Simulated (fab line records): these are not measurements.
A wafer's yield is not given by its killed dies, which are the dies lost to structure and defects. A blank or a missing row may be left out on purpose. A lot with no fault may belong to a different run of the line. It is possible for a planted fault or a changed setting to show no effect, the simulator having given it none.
3 desks, one fault | flow n5-finfet | every desk sees just its own numbers, and what lay behind them comes last

## TOOL OWNER'S DESK, pecvd-02
The tool's own readings at N5_BEOL_M6_ILD_DEP_00 (deposits SiCOH lowk from DEMS/porogen, target thk 179.75 nm, time 33.4 s): means of the sampled wafers that have a number, for each lot that ran on this tool. A lot is out of limits, marked OUT, if its mean lies more than 4 standard deviations from the usual mean; the brackets give that distance.
Columns: A = heater-power-w at N5_BEOL_M6_ILD_DEP_00, usual 331 W; B = showerhead-plenum-p-Torr at N5_BEOL_M6_ILD_DEP_00, usual 5.747 Torr; C = throttle-valve-pct at N5_BEOL_M6_ILD_DEP_00, usual 13.6 %
lot  | first seen here | A   | B     | C
L212 | day 9 12:11     | 330 | 5.744 | 13.6
L217 | day 9 23:24     | 310 | 5.749 | 13.4
L224 | day 12 16:41    | 347 | 5.742 | 13.9
This desk found nothing out of limits on any of the 3 lots.

## METROLOGY DESK
What the gauges read for every lot (on any tool): the sampled wafers with a number, averaged. A lot is out of limits, marked OUT, if its mean lies more than 4 standard deviations from the usual mean; the brackets give that distance.
Columns: A = M6_ILD_THK at N5_BEOL_M6_THK_MEAS_01, usual 155.0 nm
lot  | first seen here | A
L210 | day 8 07:28     | 156.2
L213 | day 9 00:52     | 155.2
L212 | day 9 12:46     | 153.2
L215 | day 9 17:51     | 157.1
L217 | day 10 00:00    | 156.6
L216 | day 10 00:05    | 153.6
L219 | day 11 12:33    | 155.4
L221 | day 12 06:36    | 152.4
L224 | day 12 17:16    | 150.2
L229 | day 14 12:47    | 154.7
L230 | day 14 20:14    | 155.3
L232 | day 15 02:20    | 155.6
This desk found nothing out of limits on any of the 12 lots.

## THE DEFECT DESK
Lot by lot, what the route's inspections counted, given as the mean of those sampled wafers with a number. A lot is out of limits, marked OUT, if its mean lies more than 4 standard deviations from the usual mean; the brackets give that distance.
Columns: A = raw-defect-count at N5_BEOL_M5_INSPECT_58, usual 72
lot  | first seen here | A
L210 | day 8 06:48     | 74
L213 | day 9 00:15     | 70
L212 | day 9 12:08     | 78
L215 | day 9 17:14     | 88
L217 | day 9 23:22     | 106
L216 | day 9 23:28     | 65
L219 | day 11 11:56    | 96
L221 | day 12 05:59    | 68
L224 | day 12 16:39    | 59
L229 | day 14 11:42    | 87
L230 | day 14 19:37    | 39
L232 | day 15 01:43    | 60
This desk found nothing out of limits on any of the 12 lots.

## PUT TOGETHER
The tool owner's desk saw nothing out of limits.
The metrology desk saw nothing out of limits.
No out-of-limits result turned up at the defect desk.

## WHAT THE SIMULATOR PUT IN
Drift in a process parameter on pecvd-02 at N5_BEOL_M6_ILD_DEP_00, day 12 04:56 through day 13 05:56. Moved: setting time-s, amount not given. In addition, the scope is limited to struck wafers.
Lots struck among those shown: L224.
